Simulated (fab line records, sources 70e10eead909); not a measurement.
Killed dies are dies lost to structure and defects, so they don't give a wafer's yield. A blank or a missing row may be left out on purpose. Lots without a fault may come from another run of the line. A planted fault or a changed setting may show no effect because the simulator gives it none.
A struck lot beside a sound one | flow nand_harc | 44 steps out of a route of 1302
Sound: wafers L819.2, L819.3, L819.5. Struck: wafers L824.1, L824.3, L824.5. The cause comes at the end.
At each step with rows: each side's tool, then ch and its chambers, then its first start. Under that, the readings that differ: sound wafers | struck wafers | difference of the means | sigmas: that difference in standard deviations of wafers without a fault.
alike: readings whose means differ by less than 2 such deviations, and words and numbers that are the same on both sides. not compared: withheld readings, readings that some wafer has no value for, bounds like >300 that may hide the same value, and numbers for which the record gives no deviation and whose values overlap.
The two part at a step that has a row with sigmas, a row that says differs or no value, or rows on one side only. Numbers that don't overlap but have no deviation are shown without sigmas and don't part them. A reading that every wafer of one side lacks parts them only if that side has two wafers or more.

first, 3 steps without rows for these wafers: NHARC_A_CONTACT_EXPOSE_66 (exposes mask A CC 2); NHARC_A_CONTACT_PEB_67 (peb time 65 s); NHARC_A_CONTACT_DEVELOP_68 (develop time 35 s).
NHARC_A_CONTACT_CD_MEAS_69: target cd 300 nm.
  sound on cd_sem-01 ch 0, day 24 13:47; struck on cd_sem-01 ch 0, day 27 12:50
  alike: cd_nm
NHARC_A_CONTACT_OVL_MEAS_70:
  sound on overlay-01, day 24 13:52; struck on overlay-02, day 27 12:56
  reading           | sound          | struck      | difference | sigmas
  overlay_x_nm (nm) | -1.4 -1.2 -1.4 | 0.7 0.8 1.4 | +2.3       | +3
  alike: overlay_y_nm
NHARC_A_CONTACT_INSPECT_71:
  sound on defect_inspect-02, day 24 13:55; struck on defect_inspect-02, day 27 12:58
  alike: raw_defect_count
then, 2 steps without rows for these wafers: NHARC_A_CONTACT_DESCUM_74 (chemistry O2, time 3 s); NHARC_A_CONTACT_ETCH_75 (etches the open film in CF4, target depth 39 nm, time 65 s).
NHARC_A_CONTACT_ETCH_76: etches the open film in N2/H2, target depth 260 nm, time 475.3 s.
  sound on rie_diel-08 ch 1,2,3; struck on rie_diel-08 ch 1,2,3
  reading               | sound             | struck            | difference | sigmas
  oes_product_au (a.u.) | 0.989 0.986 0.973 | 1.016 1.004 0.998 | +0.023     | +2
  alike: drypump_motor_current_A, rf_vpp_V, showerhead_plenum_p_Torr, throttle_valve_pct
  not compared: rf_hours_counter_h
then, 3 steps without rows for these wafers: NHARC_A_CONTACT_ETCH_77 (etches the open film in CF4/CHF3, target depth 108.9 nm, time 54.5 s); NHARC_A_CONTACT_ETCH_78 (etches the open film in O2/COS, target depth 5300 nm, time 1378 s); NHARC_A_CONTACT_ETCH_124 (etches the open film in C4F8/O2/Ar, time 140 s, target depth 700 nm).
NHARC_A_CONTACT_ETCH_125: etches the open film in C4F8/O2/Ar, time 197 s, target depth 1918 nm.
  sound on har_cap_etch-02 ch 1, day 24 15:46; struck on har_cap_etch-02 ch 0, day 27 14:48
  not compared: rf_hours_counter_h
then, 1 step without rows for these wafers: NHARC_A_CONTACT_ETCH_126 (etches the open film in C4F8/O2/Ar, time 197 s, target depth 1918 nm).
NHARC_A_CONTACT_ETCH_127: etches the open film in C4F8/O2/Ar, time 197 s, target depth 1918 nm.
  sound on har_cap_etch-02 ch 1, day 24 16:07; struck on har_cap_etch-02 ch 0, day 27 15:09
  not compared: rf_hours_counter_h
then, 5 steps without rows for these wafers: NHARC_A_CONTACT_ETCH_128 (etches the open film in C4F8/O2/Ar, time 197 s, target depth 1918 nm); NHARC_A_CONTACT_ETCH_129 (etches the open film in C4F8/O2/Ar, time 197 s, target depth 1918 nm); NHARC_A_CONTACT_ETCH_130 (etches the open film in C4F8/O2/Ar, time 197 s, target depth 1918 nm); NHARC_A_CONTACT_ETCH_131 (etches the open film in C4F8/O2/Ar, time 197 s, target depth 1918 nm); NHARC_A_CONTACT_ETCH_132 (etches the open film in C4F8/O2/Ar, time 197 s, target depth 1924 nm).
NHARC_A_CONTACT_ETCH_133: etches the open film in C4F8/O2/Ar, time 374 s, target depth 1610 nm.
  sound on har_cap_etch-02 ch 1, day 24 17:13; struck on har_cap_etch-02 ch 0, day 27 16:15
  not compared: rf_hours_counter_h
then, 1 step without rows for these wafers: NHARC_A_CONTACT_ETCH_91 (etches the open film in CH3F/O2, target depth 40 nm, time 85.7 s).
NHARC_A_CONTACT_ETCH_97: etches the open film in C4F6/O2, target depth 20 nm, time 10 s.
  sound on rie_diel-04 ch 0,3, day 24 18:06; struck on rie_diel-08 ch 0,1,3
  reading                         | sound          | struck         | difference | sigmas
  rf_vpp_V (V)                    | 554 552 552    | 544 546 544    | -8         | -3
  showerhead_plenum_p_Torr (Torr) | 4.22 4.19 4.19 | 3.85 3.86 3.80 | -0.36      | -2
  alike: drypump_motor_current_A, oes_product_au, throttle_valve_pct
  not compared: rf_hours_counter_h
NHARC_A_CONTACT_CD_MEAS_80:
  sound on cd_sem-01, day 24 18:11; struck on cd_sem-01, day 27 17:10
  alike: cd_nm
then, 4 steps without rows for these wafers: NHARC_A_CONTACT_STRIP_103 (strips in N2/H2); NHARC_A_CONTACT_STRIP_104 (strips in CF4/CHF3); NHARC_A_CONTACT_STRIP_105 (strips in O2/COS); NHARC_A_CONTACT_ETCH_106 (etches the open film in CF4/O2, target depth 90 nm, overetch 9 nm, time 49.5 s).
NHARC_A_CONTACT_STRIP_82: strips in O2.
  sound on rie_diel-08 ch 1,2,3; struck on rie_diel-08 ch 0,1
  alike: drypump_motor_current_A, oes_product_au, rf_vpp_V, showerhead_plenum_p_Torr, throttle_valve_pct
  not compared: rf_hours_counter_h
then, 13 steps without rows for these wafers: NHARC_A_CONTACT_STRIP_83 (strips in post etch residue remover, time 600 s); NHARC_A_CONTACT_DEP_84 (deposits aC, target thk 2800 nm); NHARC_A_CONTACT_DEP_85 (deposits SiON, target thk 60 nm); NHARC_A_CONTACT_DEHYDRATE_00 (time 120 s); NHARC_A_CONTACT_HMDS_01 (time 30 s); NHARC_A_CONTACT_COAT_86 (time 75 s); NHARC_A_CONTACT_COAT_87 (time 65 s); NHARC_A_CONTACT_COAT_02 (resist thk 90 nm); NHARC_A_CONTACT_SOFTBAKE_03 (time 55 s); NHARC_A_CONTACT_EBR_04; NHARC_A_CONTACT_EXPOSE_05 (exposes mask A CC); NHARC_A_CONTACT_PEB_06 (peb time 65 s); NHARC_A_CONTACT_DEVELOP_07 (develop time 35 s).
NHARC_A_CONTACT_DESCUM_13: chemistry O2, time 3 s.
  sound on rie_diel-08 ch 0,1,2, day 24 21:56; struck on rie_diel-08 ch 0,3, day 28 08:28
  reading | sound | struck                                                                        | difference                   | sigmas
  hold    | - - - | await_dispo/11.1h/release await_dispo/11.1h/release await_dispo/11.1h/release | no value on the sound wafers |
  alike: drypump_motor_current_A, oes_product_au, rf_vpp_V, showerhead_plenum_p_Torr, throttle_valve_pct
  not compared: rf_hours_counter_h
-- the record jumps here: 3 days lie between the struck wafers' starts before and after (it left off in module A_CONTACT and takes up again in module END, whose first step shown is number 1302 of the route) --
NHARC_END_SORT_01:
  sound on prober-02 ch 0, day 26 21:55; struck on prober-02 ch 0, day 31 07:12
  alike: killed_at_array, killed_at_other, killed_at_periphery, killed_dies, killed_open, killed_short

WHERE THEY PART
First at NHARC_A_CONTACT_OVL_MEAS_70; last, within this record, at NHARC_A_CONTACT_DESCUM_13. Later steps at which nothing parts them and some readings are alike: NHARC_END_SORT_01.

WHY: what the simulator had put in
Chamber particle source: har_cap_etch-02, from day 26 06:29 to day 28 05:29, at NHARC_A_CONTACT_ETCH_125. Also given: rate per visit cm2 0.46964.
